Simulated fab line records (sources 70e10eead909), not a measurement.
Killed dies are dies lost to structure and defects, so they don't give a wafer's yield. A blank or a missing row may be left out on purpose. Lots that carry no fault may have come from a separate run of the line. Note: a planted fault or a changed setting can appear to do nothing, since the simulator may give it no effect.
What tool caused it? ; flow nandHarc ; Sampling: 22 lots, 66 wafers, 6 of 1159 route steps

WHAT THE GAUGES SHOWED, per wafer
NHARC_A_SLIT_OVL_MEAS_10.
lot;measured;on;overlayXNm (nm);overlayYNm (nm)
L074;day 14 12:16;overlay-02;-0.1 0.2 0.4;0.9 0.6 -0.1
L075;day 14 18:12;overlay-01;0.4 0.0 0.5;1.2 0.7 0.4
L077;day 14 18:44;overlay-02;-1.2 -0.8 -1.1;-1.0 -1.2 -0.9
L078;day 15 01:13;overlay-02;-0.1 0.1 0.2;-0.1 -0.4 -0.7
L076;day 15 01:31;overlay-01;0.1 -0.3 0.3;-0.9 -0.7 -0.8
L079;day 15 22:22;overlay-01;-0.2 0.2 0.0;-2.1 -1.9 -1.3
L080;day 16 09:43;overlay-02;1.7 2.0 1.6;0.2 0.0 0.3
L083;day 16 11:46;overlay-01;0.3 0.1 0.1;-0.3 -0.4 -0.2
L084;day 16 11:20;overlay-02;0.8 0.5 0.9;1.1 1.0 1.3
L086;day 17 09:49;overlay-01;-1.7 -1.4 -1.4;-0.8 -1.3 -1.2
L087;day 17 11:18;overlay-02;-0.9 -0.5 -0.5;-0.6 -1.0 -1.3
L085;day 17 09:23;overlay-02;-0.6 -0.2 -0.1;1.9 1.3 1.7
L088;day 17 22:44;overlay-01;0.4 0.0 -0.3;-1.6 -1.7 -1.5
L089;day 18 11:10;overlay-02;0.0 0.4 0.2;-1.1 -1.3 -1.8
L091;day 18 10:56;overlay-01;0.6 0.0 0.1;0.8 0.8 0.5
L090;day 18 17:44;overlay-01;-0.2 -0.8 0.1;-0.4 -0.4 -0.8
L092;day 18 18:31;overlay-02;-1.5 -1.0 -1.4;-0.7 -0.1 -0.9
L094;day 19 01:09;overlay-01;-1.3 -1.8 -1.9;-1.1 -1.7 -1.5
L093;day 18 23:38;overlay-01;0.6 0.1 0.3;-0.6 -0.5 -0.7
L095;day 19 16:05;overlay-02;0.6 0.0 0.1;-1.5 -1.6 -1.2
L097;day 20 03:34;overlay-02;0.1 0.0 0.5;0.5 1.0 0.8
L096;day 20 11:06;overlay-02;-0.3 -0.1 0.6;-0.6 -0.6 -0.5

WHICH TOOL RAN EACH LOT (tool, then ch and the chambers of the sampled wafers, then the start)
lot;NHARC_A_STAIRCASE_STRIP_295;NHARC_A_STAIRCASE_HM_OPEN_463;NHARC_A_STAIRCASE_CMP_472;NHARC_A_SGD_CUT_ETCH_58;NHARC_A_SGD_CUT_ETCH_15
L074;rieDiel-13 ch 2,3, day 14 00:53 or earlier;rieDiel-12 ch 0,1,3, day 14 00:53 or earlier;cmp-03 ch 0,1, day 14 00:53;rieDiel-04 ch 0,1, day 14 02:10;rieDiel-04 ch 0,1,2, day 14 12:16 or earlier
L075;rieDiel-12 ch 0,1,2, day 14 06:53 or earlier;rieDiel-01 ch 0,1,2, day 14 06:53 or earlier;cmp-02 ch 0,1,3, day 14 06:53;rieDiel-04 ch 0,1,2, day 14 08:16;rieDiel-04 ch 0,2,3, day 14 18:12 or earlier
L077;rieDiel-12 ch 0,1,3, day 14 07:08 or earlier;rieDiel-13 ch 0,1,3, day 14 07:08 or earlier;cmp-01 ch 1,2,3, day 14 07:08;rieDiel-06 ch 0,1, day 14 08:31;rieDiel-06 ch 2,3, day 14 18:44 or earlier
L078;rieDiel-12 ch 1,2,3, day 14 11:48 or earlier;rieDiel-01 ch 0,1,3, day 14 11:48 or earlier;cmp-02 ch 2,3, day 14 11:48;rieDiel-04 ch 1,3, day 14 13:13;rieDiel-04 ch 1,2, day 15 01:13 or earlier
L076;rieDiel-01 ch 1,2,3, day 14 11:58 or earlier;rieDiel-12 ch 0,2, day 14 11:58 or earlier;cmp-01 ch 0,3, day 14 11:58;rieDiel-10 ch 1,2,3, day 14 13:16;rieDiel-10 ch 1,2,3, day 15 01:31 or earlier
L079;rieDiel-13 ch 0,1,2, day 15 07:16 or earlier;rieDiel-01 ch 0,1, day 15 07:16 or earlier;cmp-02 ch 0,1, day 15 07:16;rieDiel-06 ch 0,1,3, day 15 08:34;rieDiel-06 ch 0,1, day 15 22:22 or earlier
L080;rieDiel-13 ch 0,2,3, day 15 23:01 or earlier;rieDiel-13 ch 1,2, day 15 23:01 or earlier;cmp-01 ch 0,1,3, day 15 23:01;rieDiel-06 ch 2,3, day 16 00:22;rieDiel-06 ch 0,2,3, day 16 09:43 or earlier
L083;rieDiel-01 ch 0,1, day 16 00:49 or earlier;rieDiel-12 ch 0,2,3, day 16 00:49 or earlier;cmp-02 ch 1,2,3, day 16 00:49;rieDiel-06 ch 2,3, day 16 02:25;rieDiel-06 ch 0,1,2, day 16 11:46 or earlier
L084;rieDiel-12 ch 0,1,2, day 16 00:43 or earlier;rieDiel-13 ch 0,3, day 16 00:43 or earlier;cmp-01 ch 2,3, day 16 00:43;rieDiel-06 ch 1,3, day 16 02:07;rieDiel-06 ch 0,2, day 16 11:20 or earlier
L086;rieDiel-01 ch 0,2,3, day 16 22:49 or earlier;rieDiel-13 ch 1,2, day 16 22:49 or earlier;cmp-01 ch 1,2,3, day 16 22:49;rieDiel-10 ch 0,1,3, day 17 00:12;rieDiel-10 ch 0,1,3, day 17 09:49 or earlier
L087;rieDiel-12 ch 0,2,3, day 16 22:39 or earlier;rieDiel-13 ch 1,2, day 16 22:39 or earlier;cmp-02 ch 1,2,3, day 16 22:39;rieDiel-06 ch 1,2, day 17 00:02;rieDiel-06 ch 1,2, day 17 11:18 or earlier
L085;rieDiel-12 ch 0,3, day 16 22:54 or earlier;rieDiel-12 ch 2,3, day 16 22:54 or earlier;cmp-02 ch 0,3, day 16 22:54;rieDiel-04 ch 0,2, day 17 00:14;rieDiel-04 ch 0,1,2, day 17 09:23 or earlier
L088;rieDiel-13 ch 0,1,2, day 17 10:16 or earlier;rieDiel-12 ch 2,3, day 17 10:16 or earlier;cmp-02 ch 0,2,3, day 17 10:16;rieDiel-10 ch 0,1,3, day 17 11:51;rieDiel-10 ch 1,2,3, day 17 22:44 or earlier
L089;rieDiel-01 ch 0,1,2, day 17 22:36 or earlier;rieDiel-01 ch 0,2,3, day 17 22:36 or earlier;cmp-03 ch 0,2,3, day 17 22:36;rieDiel-04 ch 0,1,3, day 18 00:01;rieDiel-04 ch 1,2,3, day 18 11:10 or earlier
L091;rieDiel-01 ch 1,2,3, day 17 22:07 or earlier;rieDiel-13 ch 1,2, day 17 22:07 or earlier;cmp-01 ch 0,3, day 17 22:07;rieDiel-06 ch 1,2,3, day 17 23:31;rieDiel-06 ch 0,1, day 18 10:56 or earlier
L090;rieDiel-12 ch 1,2, day 18 03:11 or earlier;rieDiel-01 ch 0,3, day 18 03:11 or earlier;cmp-03 ch 0,1, day 18 03:11;rieDiel-10 ch 0,1, day 18 04:34;rieDiel-10 ch 0,1,2, day 18 17:44 or earlier
L092;rieDiel-12 ch 1,2,3, day 18 02:54 or earlier;rieDiel-01 ch 0,3, day 18 02:54 or earlier;cmp-01 ch 2,3, day 18 02:54;rieDiel-06 ch 0,1,3, day 18 04:11;rieDiel-06 ch 0,1, day 18 18:31 or earlier
L094;rieDiel-12 ch 0,1,3, day 18 12:48 or earlier;rieDiel-13 ch 1,2,3, day 18 12:48 or earlier;cmp-01 ch 1,2,3, day 18 12:48;rieDiel-10 ch 1,2, day 18 14:11;rieDiel-10 ch 0,1, day 19 01:09 or earlier
L093;rieDiel-01 ch 2,3, day 18 12:33 or earlier;rieDiel-13 ch 0,2,3, day 18 12:33 or earlier;cmp-02 ch 0,1,3, day 18 12:33;rieDiel-04 ch 0,1,2, day 18 13:58;rieDiel-04 ch 1,2,3, day 18 23:38 or earlier
L095;rieDiel-13 ch 1,2,3, day 19 03:56 or earlier;rieDiel-13 ch 0,2,3, day 19 03:56 or earlier;cmp-03 ch 0,2,3, day 19 03:56;rieDiel-10 ch 1,2, day 19 05:21;rieDiel-10 ch 0,2,3, day 19 16:05 or earlier
L097;rieDiel-13 ch 0,1,2, day 19 16:40 or earlier;rieDiel-13 ch 0,2, day 19 16:40 or earlier;cmp-01 ch 1,2, day 19 16:40;rieDiel-06 ch 0,3, day 19 18:04;rieDiel-06 ch 0,2, day 20 03:34 or earlier
L096;rieDiel-13 ch 0,1,3, day 19 23:03 or earlier;rieDiel-13 ch 0,1,3, day 19 23:03 or earlier;cmp-02 ch 1,2,3, day 19 23:03;rieDiel-10 ch 0,1,3, day 20 00:34;rieDiel-10 ch 0,2,3, day 20 11:06 or earlier
- NHARC_A_STAIRCASE_STRIP_295: strips in O2.
- NHARC_A_STAIRCASE_HM_OPEN_463: chemistry O2/COS.
- NHARC_A_STAIRCASE_CMP_472: polishes SiO2.
- NHARC_A_SGD_CUT_ETCH_58: etches the open film in CF4, target depth 39 nm, time 65 s.
- NHARC_A_SGD_CUT_ETCH_15: etches the open film in CH3F/O2, target depth 75 nm, time 64.3 s.

WHAT THE TOOLS THEMSELVES READ (means of the sampled wafers that have a number; where no wafer has one, the mark that the record gives instead)
NHARC_A_STAIRCASE_STRIP_295.
lot;tool;drypumpMotorCurrentA (A);oesProductAu (a.u.);rfVppV (V);showerheadPlenumPTorr (Torr);throttleValvePct (%)
L074;rieDiel-13;6.4;1.018;58.0;3.43;17.042
L075;rieDiel-12;5.8;1.007;58.8;3.51;17.044
L077;rieDiel-12;5.7;1.008;57.0;3.51;17.036
L078;rieDiel-12;6.1;1.011;56.9;3.35;17.038
L076;rieDiel-01;5.9;0.994;58.0;3.37;17.044
L079;rieDiel-13;5.8;1.016;58.0;3.58;17.028
L080;rieDiel-13;6.1;1.018;57.9;3.58;17.032
L083;rieDiel-01;5.7;0.985;57.8;3.39;17.041
L084;rieDiel-12;5.8;1.019;57.9;3.50;17.044
L086;rieDiel-01;5.7;1.000;58.5;3.66;17.040
L087;rieDiel-12;5.8;1.007;58.3;3.47;17.032
L085;rieDiel-12;5.7;1.002;58.1;3.47;17.034
L088;rieDiel-13;5.7;1.016;57.5;3.57;17.045
L089;rieDiel-01;5.6;0.993;57.6;3.68;17.032
L091;rieDiel-01;5.9;0.983;58.2;3.54;17.029
L090;rieDiel-12;6.1;1.003;57.8;3.37;17.039
L092;rieDiel-12;6.1;1.014;56.8;3.33;17.044
L094;rieDiel-12;5.8;1.005;56.6;3.49;17.030
L093;rieDiel-01;5.8;1.001;58.4;3.65;17.034
L095;rieDiel-13;6.0;1.016;58.2;3.53;17.030
L097;rieDiel-13;5.7;1.010;58.6;3.56;17.034
L096;rieDiel-13;5.7;1.009;57.8;3.68;17.036

NHARC_A_STAIRCASE_HM_OPEN_463.
lot;tool;drypumpMotorCurrentA (A);oesProductAu (a.u.);rfVppV (V);showerheadPlenumPTorr (Torr);throttleValvePct (%)
L074;rieDiel-12;5.7;1.007;467;3.11;28.325
L075;rieDiel-01;5.7;0.986;464;2.94;28.323
L077;rieDiel-13;5.7;1.013;470;3.28;28.331
L078;rieDiel-01;5.8;0.989;464;2.98;28.320
L076;rieDiel-12;5.8;0.998;466;3.07;28.333
L079;rieDiel-01;5.7;0.988;464;3.00;28.328
L080;rieDiel-13;6.1;1.015;465;3.02;28.330
L083;rieDiel-12;5.8;1.007;466;3.07;28.325
L084;rieDiel-13;5.8;1.019;472;3.30;28.328
L086;rieDiel-13;6.1;1.015;465;3.02;28.340
L087;rieDiel-13;5.7;1.022;467;3.13;28.326
L085;rieDiel-12;6.1;1.002;463;2.92;28.330
L088;rieDiel-12;6.1;1.005;463;2.92;28.338
L089;rieDiel-01;5.7;0.994;470;3.24;28.334
L091;rieDiel-13;5.7;1.007;468;3.13;28.329
L090;rieDiel-01;5.9;0.987;467;3.11;28.338
L092;rieDiel-01;5.6;0.993;470;3.23;28.328
L094;rieDiel-13;6.0;1.015;467;3.12;28.334
L093;rieDiel-13;6.1;1.010;467;3.15;28.337
L095;rieDiel-13;6.1;1.015;467;3.15;28.329
L097;rieDiel-13;5.8;1.013;469;3.18;28.331
L096;rieDiel-13;5.7;1.013;470;3.26;28.340

NHARC_A_STAIRCASE_CMP_472.
lot;tool;motorCurrentA (A);retainingRingPressureFrac;slurryFilterDpKPa (kPa)
L074;cmp-03;11.2;1.005;13.52
L075;cmp-02;12.9;0.997;13.72
L077;cmp-01;13.4;0.995;13.40
L078;cmp-02;11.9;1.001;13.51
L076;cmp-01;11.4;0.996;13.53
L079;cmp-02;12.8;1.004;13.39
L080;cmp-01;13.1;1.001;13.47
L083;cmp-02;12.5;1.004;13.58
L084;cmp-01;12.0;1.002;13.60
L086;cmp-01;13.3;1.004;13.56
L087;cmp-02;12.5;1.003;13.54
L085;cmp-02;12.6;0.998;13.51
L088;cmp-02;12.6;1.003;13.41
L089;cmp-03;11.2;1.000;13.47
L091;cmp-01;11.6;0.996;13.45
L090;cmp-03;11.0;1.008;13.50
L092;cmp-01;12.2;1.003;13.49
L094;cmp-01;13.1;0.994;13.46
L093;cmp-02;12.7;0.996;13.55
L095;cmp-03;11.1;1.002;13.41
L097;cmp-01;14.4;1.001;13.58
L096;cmp-02;12.1;1.005;13.43

NHARC_A_SGD_CUT_ETCH_58.
lot;tool;drypumpMotorCurrentA (A);oesProductAu (a.u.);rfVppV (V);showerheadPlenumPTorr (Torr);throttleValvePct (%)
L074;rieDiel-04;5.7;0.991;151.8;1.82;13.281
L075;rieDiel-04;5.4;0.989;152.0;1.78;13.291
L077;rieDiel-06;4.9;1.008;152.3;1.87;13.287
L078;rieDiel-04;5.7;0.987;151.6;1.76;13.273
L076;rieDiel-10;5.4;0.999;151.4;1.77;13.285
L079;rieDiel-06;5.4;0.994;151.4;1.83;13.285
L080;rieDiel-06;6.2;0.996;151.6;1.76;13.290
L083;rieDiel-06;6.2;1.001;151.8;1.76;13.290
L084;rieDiel-06;5.9;0.993;152.0;1.79;13.283
L086;rieDiel-10;5.2;1.003;151.9;1.78;13.280
L087;rieDiel-06;5.1;1.007;151.2;1.82;13.289
L085;rieDiel-04;5.3;0.986;151.4;1.78;13.281
L088;rieDiel-10;5.2;1.002;151.6;1.78;13.288
L089;rieDiel-04;5.7;0.985;151.7;1.79;13.284
L091;rieDiel-06;5.6;1.004;152.0;1.79;13.274
L090;rieDiel-10;4.9;1.009;151.7;1.83;13.286
L092;rieDiel-06;5.4;1.002;152.0;1.83;13.285
L094;rieDiel-10;5.7;1.003;151.5;1.76;13.284
L093;rieDiel-04;5.4;0.986;152.1;1.77;13.286
L095;rieDiel-10;5.8;0.998;151.8;1.76;13.283
L097;rieDiel-06;5.5;1.001;152.8;1.84;13.283
L096;rieDiel-10;5.2;1.004;151.6;1.78;13.287

NHARC_A_SGD_CUT_ETCH_15.
lot;tool;ch3fFlowSccm (sccm);drypumpMotorCurrentA (A);oesProductAu (a.u.);rfVppV (V);showerheadPlenumPTorr (Torr);throttleValvePct (%)
L074;rieDiel-04;50.04;5.5;0.964;263.7;2.47;20.662
L075;rieDiel-04;49.85;5.3;0.959;263.0;2.44;20.660
L077;rieDiel-06;49.99;5.9;0.971;263.7;2.44;20.653
L078;rieDiel-04;49.90;5.2;0.949;263.0;2.40;20.660
L076;rieDiel-10;49.95;5.5;0.973;264.2;2.46;20.671
L079;rieDiel-06;49.87;4.9;0.976;265.3;2.60;20.661
L080;rieDiel-06;50.00;5.7;0.966;264.5;2.50;20.660
L083;rieDiel-06;49.93;5.2;0.957;265.2;2.55;20.657
L084;rieDiel-06;49.95;5.3;0.967;265.6;2.56;20.671
L086;rieDiel-10;49.93;5.2;0.977;264.3;2.49;20.670
L087;rieDiel-06;49.87;5.4;0.975;264.2;2.48;20.656
L085;rieDiel-04;50.04;5.5;0.963;264.7;2.47;20.664
L088;rieDiel-10;50.21;5.5;0.949;262.6;2.46;20.663
L089;rieDiel-04;50.02;5.5;0.956;262.8;2.43;20.662
L091;rieDiel-06;49.97;4.9;0.964;266.6;2.60;20.663
L090;rieDiel-10;49.88;5.5;0.941;263.9;2.47;20.663
L092;rieDiel-06;49.75;4.9;0.982;265.7;2.60;20.658
L094;rieDiel-10;49.91;4.9;0.977;264.5;2.55;20.656
L093;rieDiel-04;50.02;5.5;0.916;263.4;2.43;20.667
L095;rieDiel-10;49.93;5.7;0.931;263.0;2.41;20.656
L097;rieDiel-06;50.10;5.5;0.967;264.6;2.49;20.656
L096;rieDiel-10;50.04;5.7;0.962;263.7;2.41;20.661

THE ANSWER, worked out from the rows above alone
Rule: the usual values come from the lots themselves. Put in order of their means at a reading, lots are off if they are a third of the lots or fewer, leave a main group of 4 or more, and stand apart from it by a gap of 3 or more times the standard deviation of the main group's means; of several such gaps the widest counts. The tables above print the reading to a certain number of digits; a main group whose means all agree to those digits is not used. A lot without any number at a reading at which 4 lots or more have one is off too. Where the step has rows for the other lots, those lots are counted as sound. First the gauges in route order, then the tools' own readings, where a lot's mean is used as printed above. The first step at which some lot is off is used, and at that step the reading that is off furthest; a lot without a number counts as furthest.
Across all readings shown, no lot is off: no conclusion can be drawn from this.

WHAT HAD BEEN PUT IN BY THE SIMULATOR
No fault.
